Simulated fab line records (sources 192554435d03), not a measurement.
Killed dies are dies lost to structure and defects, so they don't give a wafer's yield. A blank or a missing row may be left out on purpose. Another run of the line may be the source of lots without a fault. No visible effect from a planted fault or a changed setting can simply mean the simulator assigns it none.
Matching of chambers / flow n5_finfet / N5_BEOL_M8_ETCH_62 on rie_diel-06: 4 sister chambers
The step etches SOC in N2/H2, target depth 110 nm, overetch 22 nm, time 165 s. 20 wafers are shown with their chamber, then 10 later ones without.

## WAFERS PAIRED WITH THEIR CHAMBERS
wafer=L076.1; chamber=2; showerhead_plenum_p_Torr (Torr)=2.72; drypump_motor_current_A (A)=6.27; oes_product_au (a.u.)=0.80
wafer=L076.2; chamber=1; showerhead_plenum_p_Torr (Torr)=2.52; drypump_motor_current_A (A)=5.45; oes_product_au (a.u.)=0.61
wafer=L076.3; chamber=0; showerhead_plenum_p_Torr (Torr)=2.64; drypump_motor_current_A (A)=5.80; oes_product_au (a.u.)=0.62
wafer=L076.4; chamber=3; showerhead_plenum_p_Torr (Torr)=2.42; drypump_motor_current_A (A)=5.22; oes_product_au (a.u.)=0.62
wafer=L076.5; chamber=3; showerhead_plenum_p_Torr (Torr)=2.42; drypump_motor_current_A (A)=5.23; oes_product_au (a.u.)=0.62
wafer=L076.6; chamber=0; showerhead_plenum_p_Torr (Torr)=2.64; drypump_motor_current_A (A)=5.81; oes_product_au (a.u.)=0.62
wafer=L075.2; chamber=2; showerhead_plenum_p_Torr (Torr)=2.72; drypump_motor_current_A (A)=6.27; oes_product_au (a.u.)=0.80
wafer=L075.3; chamber=1; showerhead_plenum_p_Torr (Torr)=2.52; drypump_motor_current_A (A)=5.44; oes_product_au (a.u.)=0.61
wafer=L075.4; chamber=3; showerhead_plenum_p_Torr (Torr)=2.42; drypump_motor_current_A (A)=5.23; oes_product_au (a.u.)=0.62
wafer=L078.2; chamber=3; showerhead_plenum_p_Torr (Torr)=2.42; drypump_motor_current_A (A)=5.23; oes_product_au (a.u.)=0.62
wafer=L078.3; chamber=1; showerhead_plenum_p_Torr (Torr)=2.52; drypump_motor_current_A (A)=5.40; oes_product_au (a.u.)=0.62
wafer=L078.6; chamber=1; showerhead_plenum_p_Torr (Torr)=2.52; drypump_motor_current_A (A)=5.42; oes_product_au (a.u.)=0.61
wafer=L080.2; chamber=0; showerhead_plenum_p_Torr (Torr)=2.64; drypump_motor_current_A (A)=5.81; oes_product_au (a.u.)=0.61
wafer=L080.3; chamber=3; showerhead_plenum_p_Torr (Torr)=2.42; drypump_motor_current_A (A)=5.23; oes_product_au (a.u.)=0.61
wafer=L080.6; chamber=3; showerhead_plenum_p_Torr (Torr)=2.42; drypump_motor_current_A (A)=5.24; oes_product_au (a.u.)=0.61
wafer=L081.1; chamber=0; showerhead_plenum_p_Torr (Torr)=2.64; drypump_motor_current_A (A)=5.81; oes_product_au (a.u.)=0.61
wafer=L081.3; chamber=1; showerhead_plenum_p_Torr (Torr)=2.52; drypump_motor_current_A (A)=5.47; oes_product_au (a.u.)=0.61
wafer=L081.6; chamber=0; showerhead_plenum_p_Torr (Torr)=2.64; drypump_motor_current_A (A)=5.82; oes_product_au (a.u.)=0.61
wafer=L085.1; chamber=1; showerhead_plenum_p_Torr (Torr)=2.51; drypump_motor_current_A (A)=5.44; oes_product_au (a.u.)=0.60
wafer=L085.2; chamber=0; showerhead_plenum_p_Torr (Torr)=2.63; drypump_motor_current_A (A)=5.82; oes_product_au (a.u.)=0.61

SIGNATURES, as means of the wafers listed above
reading=showerhead_plenum_p_Torr; chamber 0=2.6383; chamber 1=2.5183; chamber 2=2.7200; chamber 3=2.4200; scatter within a chamber=0.00323
reading=drypump_motor_current_A; chamber 0=5.8117; chamber 1=5.4367; chamber 2=6.2700; chamber 3=5.2300; scatter within a chamber=0.0146
reading=oes_product_au; chamber 0=0.6133; chamber 1=0.6100; chamber 2=0.8000; chamber 3=0.6167; scatter within a chamber=0.0054
Rule: for a wafer and a chamber, the distance is found by dividing, reading by reading, the gap between the wafer's reading and the chamber's mean by the reading's scatter, squaring, summing and taking the root. The wafer belongs to the nearest chamber; if the next one is less than 2 further off, it can't be placed. The scatter: the root of (the sum of the squares of (reading less its chamber's mean) over the shown wafers, divided by (wafers less chambers)).

## WAFERS WITH NO CHAMBER GIVEN
wafer=L085.3; showerhead_plenum_p_Torr (Torr)=2.41; drypump_motor_current_A (A)=5.21; oes_product_au (a.u.)=0.60
wafer=L086.3; showerhead_plenum_p_Torr (Torr)=2.41; drypump_motor_current_A (A)=5.26; oes_product_au (a.u.)=0.60
wafer=L086.5; showerhead_plenum_p_Torr (Torr)=2.51; drypump_motor_current_A (A)=5.43; oes_product_au (a.u.)=0.60
wafer=L086.6; showerhead_plenum_p_Torr (Torr)=2.63; drypump_motor_current_A (A)=5.80; oes_product_au (a.u.)=0.60
wafer=L091.2; showerhead_plenum_p_Torr (Torr)=2.41; drypump_motor_current_A (A)=5.24; oes_product_au (a.u.)=0.60
wafer=L091.3; showerhead_plenum_p_Torr (Torr)=2.51; drypump_motor_current_A (A)=5.42; oes_product_au (a.u.)=0.60
wafer=L091.6; showerhead_plenum_p_Torr (Torr)=2.51; drypump_motor_current_A (A)=5.43; oes_product_au (a.u.)=0.60
wafer=L097.1; showerhead_plenum_p_Torr (Torr)=2.40; drypump_motor_current_A (A)=5.25; oes_product_au (a.u.)=0.59
wafer=L097.4; showerhead_plenum_p_Torr (Torr)=2.62; drypump_motor_current_A (A)=5.81; oes_product_au (a.u.)=0.59
wafer=L097.6; showerhead_plenum_p_Torr (Torr)=2.40; drypump_motor_current_A (A)=5.23; oes_product_au (a.u.)=0.58

## WHICH CHAMBER EACH ONE RAN IN
wafer=L085.3; from the rows above=3; in truth=3
wafer=L086.3; from the rows above=3; in truth=3
wafer=L086.5; from the rows above=1; in truth=1
wafer=L086.6; from the rows above=0; in truth=0
wafer=L091.2; from the rows above=3; in truth=3
wafer=L091.3; from the rows above=1; in truth=1
wafer=L091.6; from the rows above=1; in truth=1
wafer=L097.1; from the rows above=3; in truth=3
wafer=L097.4; from the rows above=0; in truth=0
wafer=L097.6; from the rows above=3; in truth=3
Correctly placed: 10 of 10. Left unplaced by these rows: 0. Wrongly placed: 0.
